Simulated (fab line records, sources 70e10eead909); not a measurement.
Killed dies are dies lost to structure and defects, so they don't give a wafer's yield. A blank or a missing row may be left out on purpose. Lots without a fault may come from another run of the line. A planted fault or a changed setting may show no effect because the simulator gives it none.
Chamber matching | flow nand_harc | NHARC_A_SLIT_DEP_25 on pecvd-04: 3 sister chambers
The step deposits SiO2, target thk 200 nm. 3 wafers are shown with their chamber, then 7 later ones without.

WAFERS WITH THEIR CHAMBER
wafer  | chamber | throttle_valve_pct (%)
L081.5 | 2       | 16.1
L087.4 | 1       | 16.0
L087.5 | 0       | 15.8

WAFERS WITHOUT THEIR CHAMBER
wafer  | throttle_valve_pct (%)
L087.6 | 16.3
L089.1 | 16.4
L089.5 | 15.7
L089.6 | 16.1
L090.1 | 15.6
L090.2 | 16.0
L090.3 | 16.3

WHICH CHAMBER EACH WENT THROUGH
wafer  | from the rows above          | in truth
L087.6 | can't be placed: 2 or 1 or 0 | 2
L089.1 | can't be placed: 2 or 1 or 0 | 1
L089.5 | can't be placed: 0 or 1 or 2 | 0
L089.6 | can't be placed: 2 or 1 or 0 | 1
L090.1 | can't be placed: 0 or 1 or 2 | 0
L090.2 | can't be placed: 1 or 2 or 0 | 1
L090.3 | can't be placed: 2 or 1 or 0 | 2
Placed correctly: 0 of 7. Can't be placed from these rows: 7 (the true chamber is among the candidates in 7). Placed wrongly: 0.
How it was worked out, from the rows above alone: a wafer's distance from a chamber is the root of the sum, over the readings, of the square of ((its reading less the chamber's mean) divided by the reading's scatter). The wafer belongs to the nearest chamber; if the next one is less than 2 further off, it can't be placed. A chamber's mean is the mean of its shown wafers. The scatter: with one shown wafer a chamber, the root of the mean of the squares of how far each hidden wafer lies from its nearest shown one.
